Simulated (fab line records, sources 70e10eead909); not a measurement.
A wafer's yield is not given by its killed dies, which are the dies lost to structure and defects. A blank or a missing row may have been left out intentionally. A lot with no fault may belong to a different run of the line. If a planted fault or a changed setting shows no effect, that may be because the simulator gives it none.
fab line records + flow nandHarc
[record]
- lots = 13
- wafers = 39
- lastDay = 34
route steps=1302 shown P_M1@306 END@1302
lots that met no fault: taken from a fault-free run of the same line
startH: the number of hours between the record's first day and the start of the first shown wafer of the lot + waitH: hours since the lot's step before + " repeats the value in the row above + L1.1+2: one row covering several wafers at once + - value missing, or start not given + * or withheld: withheld + < > ~ a bound
route shown NAME@n: a module of which the file shows steps, and the number in the route of the first + usual: mean and standard deviation over wafers with no fault + same: alike in all rows + chamber/n: place in a boat + sites: the reading at each site + _std_site: their standard deviation + _edge_site: outer sites' mean less inner sites' + radiusMm: for every site, how far away it sits from the centre of the wafer + mask NAME#n: copy n + behind: the tool/chamber that last shaped the wafer + hold: why the lot was held/for how many hours/how that ended + device: which transistor (n, p or np) failed to switch + end of line: tests run on the same wafers once the route is complete + where a step has no rows: the recipe by itself + killed: the dies lost at the first sort to structure and to defects; this is not the yield of the wafer + map: per-die view of a wafer (x killed, . not killed, _ where there is no die)
set.NAME: setting as actually run; set.NAME@STEP: the setting as run at that earlier step + model.NAME: the simulator's own value behind a step, which no gauge read
one table for each step of the route and one row for each wafer, over a sample of lots
services: when a tool's chamber went out of use (startH, in hours from the record's first day, below 0 if earlier), for how many hours, and the reason
[[steps]]
[step NHARC_P_M1_PRE_CLEAN_30]
[recipe]
- timeS = 30
- tempC = 280
- gas = H2/He
[usual]
- heaterPowerW = 398/32
| lot.wafer | tool          | chamber | startH | waitH | heaterPowerW |
|-----------|---------------|---------|--------|-------|--------------|
| L495.4    | pvdSputter-01 | -       | -      | -     | 432          |
| L495.1    | "             | -       | "      | "     | 422          |
| L495.5    | "             | -       | "      | "     | 425          |
| L496.1    | pvdSputter-01 | -       | -      | -     | 424          |
| L496.4    | "             | -       | "      | "     | 399          |
| L496.3    | "             | -       | "      | "     | 439          |
| L499.2    | pvdSputter-02 | -       | -      | -     | 441          |
| L499.4    | "             | -       | "      | "     | 336          |
| L499.1    | "             | -       | "      | "     | 387          |
| L500.4    | pvdSputter-01 | -       | -      | -     | 410          |
| L500.5    | "             | -       | "      | "     | 408          |
| L500.6    | "             | -       | "      | "     | 385          |
| L501.2    | pvdSputter-03 | -       | -      | -     | 410          |
| L501.6    | "             | -       | "      | "     | 368          |
| L501.5    | "             | -       | "      | "     | 441          |
| L502.1    | pvdSputter-02 | -       | -      | -     | 387          |
| L502.4    | "             | -       | "      | "     | 445          |
| L502.2    | "             | -       | "      | "     | 406          |
| L503.4    | pvdSputter-02 | -       | -      | -     | 398          |
| L503.3    | "             | -       | "      | "     | 457          |
| L503.2    | "             | -       | "      | "     | 421          |
| L504.1    | pvdSputter-03 | -       | -      | -     | 448          |
| L504.3    | "             | -       | "      | "     | 354          |
| L504.5    | "             | -       | "      | "     | 405          |
| L506.4    | pvdSputter-01 | -       | -      | -     | 374          |
| L506.3    | "             | -       | "      | "     | 380          |
| L506.5    | "             | -       | "      | "     | 409          |
| L507.4    | pvdSputter-02 | -       | -      | -     | 418          |
| L507.2    | "             | -       | "      | "     | 351          |
| L507.5    | "             | -       | "      | "     | 458          |
| L514.4    | pvdSputter-01 | -       | -      | -     | 384          |
| L514.6    | "             | -       | "      | "     | 429          |
| L514.5    | "             | -       | "      | "     | 386          |
| L515.1    | pvdSputter-01 | -       | -      | -     | 373          |
| L515.2    | "             | -       | "      | "     | 385          |
| L515.5    | "             | -       | "      | "     | 373          |
| L516.2    | pvdSputter-03 | -       | -      | -     | 360          |
| L516.1    | "             | -       | "      | "     | 397          |
| L516.3    | "             | -       | "      | "     | 362          |
[step NHARC_P_M1_PVD_20]
[recipe]
- targetThkA = 50
- biasV = 168.6
- powerW = 15000
- chamberPressurePa = 0.12
- timeS = 8.06
- substrateTempC = 50
- material = TaN
[usual]
- throttleValvePct = 29.9/1.2
- timeS = 8.06/0
| lot.wafer | tool          | chamber | startH | waitH | throttleValvePct | timeS  |
|-----------|---------------|---------|--------|-------|------------------|--------|
| L495.1    | pvdSputter-01 | -       | 134.49 | -     | 30.0             | 8.06   |
| L495.4    | "             | -       | "      | "     | 28.2             | 8.06   |
| L495.5    | "             | -       | "      | "     | 30.5             | 8.06   |
| L496.1    | pvdSputter-01 | -       | 150.05 | -     | 29.9             | 8.06   |
| L496.3    | "             | -       | "      | "     | 29.8             | 8.06   |
| L496.4    | "             | -       | "      | "     | 28.4             | 8.06   |
| L499.4    | pvdSputter-02 | -       | 175.84 | -     | 30.8             | 8.06   |
| L499.2    | "             | -       | "      | "     | 29.5             | 8.06   |
| L499.1    | "             | -       | "      | "     | 31.2             | 8.06   |
| L500.4    | pvdSputter-01 | -       | 187.54 | -     | 29.9             | 8.06   |
| L500.5    | "             | -       | "      | "     | 29.7             | 8.06   |
| L500.6    | "             | -       | "      | "     | 28.1             | 8.06   |
| L501.2    | pvdSputter-03 | -       | 203.69 | -     | 29.5             | 8.06   |
| L501.6    | "             | -       | "      | "     | 27.7             | 8.06   |
| L501.5    | "             | -       | "      | "     | 31.8             | 8.06   |
| L502.4    | pvdSputter-02 | -       | 203.89 | -     | 31.3             | 8.06   |
| L502.2    | "             | -       | "      | "     | 30.8             | 8.06   |
| L502.1    | "             | -       | "      | "     | 28.8             | 8.06   |
| L503.4    | pvdSputter-02 | -       | 216.31 | -     | 30.5             | 8.06   |
| L503.3    | "             | -       | "      | "     | 29.1             | 8.06   |
| L503.2    | "             | -       | "      | "     | 29.6             | 8.06   |
| L504.1    | pvdSputter-03 | -       | 222.54 | -     | 31.6             | 8.06   |
| L504.3    | "             | -       | "      | "     | 29.6             | 8.06   |
| L504.5    | "             | -       | "      | "     | 31.3             | 8.06   |
| L506.3    | pvdSputter-01 | -       | 241.66 | -     | 29.9             | 8.06   |
| L506.4    | "             | -       | "      | "     | 30.0             | 8.06   |
| L506.5    | "             | -       | "      | "     | 29.8             | 8.06   |
| L507.4    | pvdSputter-02 | -       | 259.83 | -     | 29.5             | 8.06   |
| L507.2    | "             | -       | "      | "     | 31.2             | 8.06   |
| L507.5    | "             | -       | "      | "     | 30.7             | 8.06   |
| L514.4    | pvdSputter-01 | -       | 325.93 | -     | 30.1             | 8.06   |
| L514.5    | "             | -       | "      | "     | 30.4             | 8.06   |
| L514.6    | "             | -       | "      | "     | 29.7             | 6.3649 |
| L515.2    | pvdSputter-01 | -       | 334.16 | -     | 30.0             | 8.06   |
| L515.1    | "             | -       | "      | "     | 29.9             | 8.06   |
| L515.5    | "             | -       | "      | "     | 29.7             | 6.3649 |
| L516.2    | pvdSputter-03 | -       | 347.82 | -     | 31.7             | 8.06   |
| L516.1    | "             | -       | "      | "     | 29.5             | 8.06   |
| L516.3    | "             | -       | "      | "     | 31.9             | 8.06   |
[step NHARC_P_M1_ANNEAL_31]
[recipe]
- tempC = 225
- timeS = 90
[usual]
- wafer_temp_C_max = 226.31/0.3
| lot.wafer | tool         | chamber | startH | waitH | wafer_temp_C_max |
|-----------|--------------|---------|--------|-------|------------------|
| L495.1    | rtpAnneal-01 | 0       | 135.10 | -     | 226.15           |
| L495.4    | "            | 0       | "      | "     | 226.18           |
| L495.5    | "            | 0       | "      | "     | 226.08           |
| L496.1    | rtpAnneal-02 | 0       | 150.74 | 0.3   | 226.48           |
| L496.3    | "            | 0       | "      | "     | 226.09           |
| L496.4    | "            | 0       | "      | "     | 226.39           |
| L499.1    | rtpAnneal-01 | 0       | 176.47 | 0.3   | 226.09           |
| L499.2    | "            | 0       | "      | "     | 226.02           |
| L499.4    | "            | 0       | "      | "     | 225.69           |
| L500.4    | rtpAnneal-02 | 0       | 188.32 | 0.3   | 226.06           |
| L500.5    | "            | 0       | "      | "     | 226.45           |
| L500.6    | "            | 0       | "      | "     | 225.92           |
| L501.2    | rtpAnneal-02 | 0       | 204.32 | -     | 226.45           |
| L501.5    | "            | 0       | "      | "     | 226.42           |
| L501.6    | "            | 0       | "      | "     | 226.61           |
| L502.1    | rtpAnneal-02 | 0       | 204.58 | 0.4   | 226.02           |
| L502.2    | "            | 0       | "      | "     | 226.18           |
| L502.4    | "            | 0       | "      | "     | 226.61           |
| L503.2    | rtpAnneal-02 | 0       | 217.01 | -     | 226.13           |
| L503.3    | "            | 0       | "      | "     | 226.66           |
| L503.4    | "            | 0       | "      | "     | 226.20           |
| L504.1    | rtpAnneal-02 | 0       | 223.15 | 0.3   | 226.09           |
| L504.3    | "            | 0       | "      | "     | 227.10           |
| L504.5    | "            | 0       | "      | "     | 226.03           |
| L506.3    | rtpAnneal-02 | 0       | 242.36 | 0.3   | 226.41           |
| L506.4    | "            | 0       | "      | "     | 226.52           |
| L506.5    | "            | 0       | "      | "     | 226.16           |
| L507.2    | rtpAnneal-01 | 0       | 260.47 | -     | 226.84           |
| L507.4    | "            | 0       | "      | "     | 226.03           |
| L507.5    | "            | 0       | "      | "     | 226.45           |
| L514.4    | rtpAnneal-01 | 0       | 326.81 | 0.4   | 226.31           |
| L514.5    | "            | 0       | "      | "     | 225.98           |
| L514.6    | "            | 0       | "      | "     | 226.18           |
| L515.1    | rtpAnneal-02 | 0       | 334.76 | 0.3   | 226.54           |
| L515.2    | "            | 0       | "      | "     | 226.06           |
| L515.5    | "            | 0       | "      | "     | 226.41           |
| L516.1    | rtpAnneal-01 | 0       | 348.45 | 0.3   | 226.03           |
| L516.2    | "            | 0       | "      | "     | 226.40           |
| L516.3    | "            | 0       | "      | "     | 226.61           |
[step NHARC_P_M1_INSPECT_27]
[usual]
- rawDefectCount = 314/120
| lot.wafer | tool             | chamber | startH | waitH | rawDefectCount |
|-----------|------------------|---------|--------|-------|----------------|
| L495.1    | defectInspect-01 | -       | 135.92 | 0.0   | 224            |
| L495.4    | "                | -       | "      | "     | 129            |
| L495.5    | "                | -       | "      | "     | 267            |
| L496.1    | defectInspect-02 | -       | 151.56 | 0.0   | 230            |
| L496.3    | "                | -       | "      | "     | 277            |
| L496.4    | "                | -       | "      | "     | 261            |
| L499.1    | defectInspect-02 | -       | 177.29 | 0.0   | 498            |
| L499.2    | "                | -       | "      | "     | 504            |
| L499.4    | "                | -       | "      | "     | 310            |
| L500.4    | defectInspect-01 | -       | 188.98 | 0.0   | 219            |
| L500.5    | "                | -       | "      | "     | 208            |
| L500.6    | "                | -       | "      | "     | 289            |
| L501.2    | defectInspect-01 | -       | 205.10 | 0.0   | 201            |
| L501.5    | "                | -       | "      | "     | 248            |
| L501.6    | "                | -       | "      | "     | 198            |
| L502.1    | defectInspect-01 | -       | 205.39 | 0.0   | 270            |
| L502.2    | "                | -       | "      | "     | 392            |
| L502.4    | "                | -       | "      | "     | 175            |
| L503.2    | defectInspect-02 | -       | 217.78 | 0.0   | 185            |
| L503.3    | "                | -       | "      | "     | 163            |
| L503.4    | "                | -       | "      | "     | 257            |
| L504.1    | defectInspect-01 | -       | 223.96 | 0.0   | 234            |
| L504.3    | "                | -       | "      | "     | 193            |
| L504.5    | "                | -       | "      | "     | 182            |
| L506.3    | defectInspect-02 | -       | 243.10 | 0.0   | 226            |
| L506.4    | "                | -       | "      | "     | 222            |
| L506.5    | "                | -       | "      | "     | 247            |
| L507.2    | defectInspect-01 | -       | 261.24 | 0.0   | 580            |
| L507.4    | "                | -       | "      | "     | 204            |
| L507.5    | "                | -       | "      | "     | 291            |
| L514.4    | defectInspect-01 | -       | 327.47 | 0.0   | 211            |
| L514.5    | "                | -       | "      | "     | 329            |
| L514.6    | "                | -       | "      | "     | 296            |
| L515.1    | defectInspect-01 | -       | 335.57 | 0.0   | 388            |
| L515.2    | "                | -       | "      | "     | 391            |
| L515.5    | "                | -       | "      | "     | 403            |
| L516.1    | defectInspect-02 | -       | 349.27 | 0.0   | 282            |
| L516.2    | "                | -       | "      | "     | 287            |
| L516.3    | "                | -       | "      | "     | 220            |
[step NHARC_END_SORT_01]
[recipe]
- tempC = 25
[usual]
- defectLimitedYield = 92.9/2.4
- killedAtArray = 44/16
- killedAtOther = 0.6/1.1
- killedAtPeriphery = 3.9/2.6
- killedDies = 48/16
- killedOpen = 3.1/1.9
- killedShort = 2.4/1.8
- sort_bin_2_pct = 2.6/1
- sort_bin_3_pct = 0.6/0.39
- sort_bin_4_pct = 4.0/1.4
- sortNPass = 629/16
- sortRimYieldPct = 89/4.3
- sortYieldPct = 92.9/2.4
[same]
- grossDies = 677
- sort_bin_5_pct[%] = 0
- sort_bin_6_pct[%] = 0
- sort_bin_7_pct[%] = 0
- sort_bin_8_pct[%] = 0
- sortRimNGross = 106.00
| lot.wafer | tool      | chamber | startH | waitH | defectLimitedYield[%] | killedAtArray | killedAtOther | killedAtPeriphery | killedDies | killedOpen | killedShort | sort_bin_2_pct[%] | sort_bin_3_pct[%] | sort_bin_4_pct[%] | sortNPass | sortRimYieldPct[%] | sortYieldPct[%] |
|-----------|-----------|---------|--------|-------|-----------------------|---------------|---------------|-------------------|------------|------------|-------------|-------------------|-------------------|-------------------|-----------|--------------------|-----------------|
| L495.1    | prober-01 | 0       | 577.11 | 2.5   | 90.1                  | 63            | 0             | 4                 | 67         | 2          | 3           | 4.3               | 0.6               | 5.0               | 610       | 91                 | 90.1            |
| L495.4    | prober-01 | 0       | 579.55 | 3.5   | 90.1                  | 61            | 0             | 6                 | 67         | 5          | 1           | 3.8               | 1.0               | 5.0               | 610       | 99                 | 90.1            |
| L495.5    | prober-01 | 0       | 580.37 | 3.8   | 90.3                  | 64            | 0             | 2                 | 66         | 6          | 5           | 4.9               | 1.3               | 3.5               | 611       | 97                 | 90.3            |
| L499.1    | prober-01 | 0       | 584.95 | 2.5   | 91.0                  | 53            | 1             | 7                 | 61         | 4          | 5           | 2.5               | 0.6               | 5.9               | 616       | 83                 | 91.0            |
| L499.2    | prober-01 | 0       | 585.74 | 2.8   | 89.1                  | 67            | 0             | 7                 | 74         | 6          | 3           | 3.2               | 1.5               | 6.2               | 603       | 93                 | 89.1            |
| L499.4    | prober-01 | 0       | 587.31 | 3.3   | 88.5                  | 75            | 0             | 3                 | 78         | 2          | 0           | 5.3               | 0.9               | 5.3               | 599       | 85                 | 88.5            |
| L496.1    | prober-01 | 0       | 593.75 | 2.5   | 88.2                  | 77            | 0             | 3                 | 80         | 4          | 3           | 4.6               | 1.8               | 5.5               | 597       | 90                 | 88.2            |
| L496.3    | prober-01 | 0       | 595.38 | 3.1   | 91.3                  | 49            | 1             | 9                 | 59         | 7          | 2           | 3.2               | 0.7               | 4.7               | 618       | 78                 | 91.3            |
| L496.4    | prober-01 | 0       | 596.20 | 3.4   | 87.9                  | 78            | 0             | 4                 | 82         | 1          | 5           | 4.9               | 0.7               | 6.5               | 595       | 93                 | 87.9            |
| L502.1    | prober-02 | 0       | 624.03 | 2.5   | 88.9                  | 74            | 0             | 1                 | 75         | 3          | 4           | 3.1               | 1.5               | 6.5               | 602       | 85                 | 88.9            |
| L502.2    | prober-02 | 0       | 624.84 | 2.8   | 90.1                  | 60            | 0             | 7                 | 67         | 1          | 4           | 3.5               | 0.3               | 6.1               | 610       | 89                 | 90.1            |
| L502.4    | prober-02 | 0       | 626.45 | 3.4   | 93.4                  | 42            | 0             | 3                 | 45         | 6          | 1           | 3.1               | 0.7               | 2.8               | 632       | 91                 | 93.4            |
| L503.2    | prober-02 | 0       | 654.05 | 2.8   | 90.5                  | 58            | 0             | 6                 | 64         | 5          | 3           | 3.1               | 0.7               | 5.6               | 613       | 91                 | 90.5            |
| L503.3    | prober-02 | 0       | 654.86 | 3.1   | 91.4                  | 54            | 0             | 4                 | 58         | 2          | 3           | 2.5               | 0.1               | 5.9               | 619       | 94                 | 91.4            |
| L503.4    | prober-02 | 0       | 655.66 | 3.4   | 94.2                  | 35            | 0             | 4                 | 39         | 3          | 1           | 2.1               | 0                 | 3.7               | 638       | 86                 | 94.2            |
| L507.2    | prober-01 | 0       | 695.93 | 2.8   | 92.9                  | 38            | 0             | 10                | 48         | 7          | 2           | 3.0               | 0.1               | 4.0               | 629       | 90                 | 92.9            |
| L507.4    | prober-01 | 0       | 697.54 | 3.4   | 93.5                  | 38            | 1             | 5                 | 44         | 3          | 2           | 1.8               | 0.9               | 3.8               | 633       | 89                 | 93.5            |
| L507.5    | prober-01 | 0       | 698.34 | 3.7   | 93.5                  | 40            | 0             | 4                 | 44         | 1          | 4           | 3.0               | 0.9               | 2.7               | 633       | 91                 | 93.5            |
// killed by level:class
L495.1 A_CHANNEL_HOLE_D2:chamberFilmFlake=29 A_CHANNEL_HOLE_D1:chamberFilmFlake=19 A_DECK1_JOINT:chamberFilmFlake=3 A_STAIRCASE:chamberFilmFlake=3 P_BONDPAD:chamberFilmFlake=2 A_WL_FILL:chamberFilmFlake=2 A_CONTACT:chamberFilmFlake=2 P_ZERO_WELL:geometricParticle:short=1
L495.4 A_CHANNEL_HOLE_D2:chamberFilmFlake=26 A_CHANNEL_HOLE_D1:chamberFilmFlake=24 P_STI:chamberFilmFlake=3 A_DECK1_JOINT:chamberFilmFlake=3 P_BONDPAD:chamberFilmFlake=2 A_WL_FILL:chamberFilmFlake=2 P_CONTACT:geometricParticle:open=1 A_CHANNEL_HOLE_D1:geometricParticle:short=1
L495.5 A_CHANNEL_HOLE_D2:chamberFilmFlake=26 A_CHANNEL_HOLE_D1:chamberFilmFlake=22 A_CHANNEL_FILL_D1:geometricParticle:open=2 A_CONTACT:geometricParticle:short=2 A_M0:geometricParticle:open=2 A_STAIRCASE:chamberFilmFlake=2 A_WL_FILL:chamberFilmFlake=2 P_CONTACT:geometricParticle:short=1
L499.1 A_CHANNEL_HOLE_D1:chamberFilmFlake=18 A_CHANNEL_HOLE_D2:chamberFilmFlake=11 A_SLIT:chamberFilmFlake=11 A_CONTACT:chamberFilmFlake=4 P_ZERO_WELL:chamberFilmFlake=2 P_BONDPAD:chamberFilmFlake=2 A_DECK1_JOINT:chamberFilmFlake=2 P_CONTACT:geometricParticle:open=1
L499.2 A_CHANNEL_HOLE_D2:chamberFilmFlake=26 A_CHANNEL_HOLE_D1:chamberFilmFlake=20 A_SLIT:chamberFilmFlake=11 A_CONTACT:chamberFilmFlake=3 P_ZERO_WELL:chamberFilmFlake=2 P_BONDPAD:chamberFilmFlake=2 P_GATE:geometricParticle:open=1 P_CONTACT:geometricParticle:open=1
L499.4 A_CHANNEL_HOLE_D2:chamberFilmFlake=32 A_CHANNEL_HOLE_D1:chamberFilmFlake=18 A_SLIT:chamberFilmFlake=16 A_STAIRCASE:chamberFilmFlake=4 A_CONTACT:chamberFilmFlake=3 P_GATE:chamberFilmFlake=2 P_M0:geometricParticle:open=1 A_CHANNEL_HOLE_D1:geometricParticle:open=1
L496.1 A_CHANNEL_HOLE_D1:chamberFilmFlake=26 A_CHANNEL_HOLE_D2:chamberFilmFlake=25 A_SLIT:chamberFilmFlake=14 A_CONTACT:chamberFilmFlake=4 A_BLC:geometricParticle:open=2 P_M0:geometricParticle:short=1 A_ONON_D1:geometricParticle:short=1 A_CHANNEL_FILL_D2:geometricParticle:open=1
L496.3 A_SLIT:chamberFilmFlake=15 A_CHANNEL_HOLE_D2:chamberFilmFlake=14 A_CHANNEL_HOLE_D1:chamberFilmFlake=9 P_GATE:chamberFilmFlake=6 A_CONTACT:geometricParticle:open=2 A_CONTACT:chamberFilmFlake=2 P_GATE:geometricParticle:open=1 A_CHANNEL_HOLE_D1:geometricParticle:open=1
L496.4 A_CHANNEL_HOLE_D2:chamberFilmFlake=28 A_CHANNEL_HOLE_D1:chamberFilmFlake=20 A_SLIT:chamberFilmFlake=18 A_CONTACT:chamberFilmFlake=4 A_CHANNEL_FILL_D2:geometricParticle:short=2 A_SOURCE_PLATE:geometricParticle:open=1 A_SOURCE_PLATE:geometricParticle:short=1 A_CHANNEL_FILL_D1:geometricParticle:short=1
L502.1 A_CHANNEL_HOLE_D1:chamberFilmFlake=29 A_CHANNEL_HOLE_D2:chamberFilmFlake=19 A_CONTACT:chamberFilmFlake=8 A_STAIRCASE:chamberFilmFlake=4 A_SGD_CUT:chamberFilmFlake=4 A_M0:chamberFilmFlake=3 A_ONON_D2:geometricParticle:short=2 P_M0:geometricParticle:open=1
L502.2 A_CHANNEL_HOLE_D2:chamberFilmFlake=29 A_CHANNEL_HOLE_D1:chamberFilmFlake=16 A_CONTACT:chamberFilmFlake=5 A_STAIRCASE:chamberFilmFlake=4 P_ZERO_WELL:chamberFilmFlake=3 P_M1:chamberFilmFlake=2 A_WL_FILL:chamberFilmFlake=2 P_CONTACT:geometricParticle:open=1
L502.4 A_CHANNEL_HOLE_D1:chamberFilmFlake=12 A_CHANNEL_HOLE_D2:chamberFilmFlake=12 A_STAIRCASE:chamberFilmFlake=4 A_CONTACT:chamberFilmFlake=4 A_CHANNEL_FILL_D2:geometricParticle:open=2 A_SOURCE_PLATE:geometricParticle:short=1 A_SOURCE_PLATE:geometricParticle:open=1 A_SGD_CUT:geometricParticle:open=1
L503.2 A_CHANNEL_HOLE_D1:chamberFilmFlake=36 A_CHANNEL_HOLE_D2:chamberFilmFlake=11 A_CONTACT:chamberFilmFlake=4 A_ONON_D1:geometricParticle:short=3 P_M0:geometricParticle:open=2 P_M1:chamberFilmFlake=2 A_CHANNEL_FILL_D2:geometricParticle:open=1 A_WL_FILL:geometricParticle:open=1
L503.3 A_CHANNEL_HOLE_D1:chamberFilmFlake=36 A_CHANNEL_HOLE_D2:chamberFilmFlake=6 A_CONTACT:chamberFilmFlake=3 P_GATE:chamberFilmFlake=2 A_STAIRCASE:chamberFilmFlake=2 A_ONON_D1:geometricParticle:short=1 A_CHANNEL_FILL_D1:geometricParticle:short=1 A_CHANNEL_HOLE_D2:geometricParticle:short=1
L503.4 A_CHANNEL_HOLE_D1:chamberFilmFlake=21 A_CHANNEL_HOLE_D2:chamberFilmFlake=8 A_CHANNEL_FILL_D2:geometricParticle:open=2 A_STAIRCASE:chamberFilmFlake=2 A_CONTACT:chamberFilmFlake=2 P_CONTACT:geometricParticle:short=1 P_M0:geometricParticle:open=1 P_GATE:chamberFilmFlake=1
L507.2 A_SLIT:chamberFilmFlake=18 A_CONTACT:chamberFilmFlake=7 P_GATE:chamberFilmFlake=5 P_M0:geometricParticle:open=3 A_DECK1_JOINT:chamberFilmFlake=3 P_CONTACT:geometricParticle:open=2 A_CHANNEL_FILL_D1:geometricParticle:open=1 A_CHANNEL_FILL_D2:geometricParticle:open=1
L507.4 A_SLIT:chamberFilmFlake=21 A_CONTACT:chamberFilmFlake=5 P_STI:chamberFilmFlake=3 A_CHANNEL_HOLE_D1:chamberFilmFlake=3 P_GATE:chamberFilmFlake=2 A_CHANNEL_HOLE_D1:geometricParticle:short=1 A_CHANNEL_FILL_D1:geometricParticle:open=1 A_DECK1_JOINT:geometricParticle:open=1
L507.5 A_SLIT:chamberFilmFlake=21 A_CONTACT:chamberFilmFlake=5 A_CHANNEL_HOLE_D1:chamberFilmFlake=4 A_CHANNEL_FILL_D2:chamberFilmFlake=3 A_WL_FILL:chamberFilmFlake=2 P_CONTACT:geometricParticle:short=1 A_ONON_D1:geometricParticle:short=1 A_WL_FILL:geometricParticle:short=1
[[services]]
| tool          | chamber | startH | hours | kind   |
|---------------|---------|--------|-------|--------|
| pvdSputter-03 | -       | 119.46 | 2.5   | repair |
| pvdSputter-02 | -       | 141.91 | 3.6   | repair |
| pvdSputter-03 | -       | 170.06 | 10.0  | pm     |
| pvdSputter-01 | -       | 202.15 | 8.3   | repair |
| pvdSputter-01 | -       | 226.04 | 10.0  | pm     |
| pvdSputter-01 | -       | 243.21 | 0.9   | repair |
| pvdSputter-02 | -       | 282.06 | 10.0  | pm     |
| pvdSputter-03 | -       | 348.06 | 10.0  | pm     |
[[key]]
[firstSign]
- step = NHARC_P_M1_PVD_20
- reading = timeS
- direction = down
- sigmas = 99+
- usual = *
- struck = *
effect none on later readings
metAt NHARC_P_M1_PVD_20
struckLots L514,L515
struckWafers L514.6,L515.5
notActingAt NHARC_P_M1_PRE_CLEAN_30,NHARC_P_M1_ANNEAL_31,NHARC_P_M1_INSPECT_27
onsetBetween 241.66 325.93
[fault]
- kind = processParameterDrift
- tool = pvdSputter-01
- chamber = -
- onsetH = 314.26
- steps = NHARC_P_M1_PVD_20
- channel = timeS
- offset = *
- shape = step
- endH = 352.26
- actsIn = *
- stated = *
- scope = struckWafersOnly
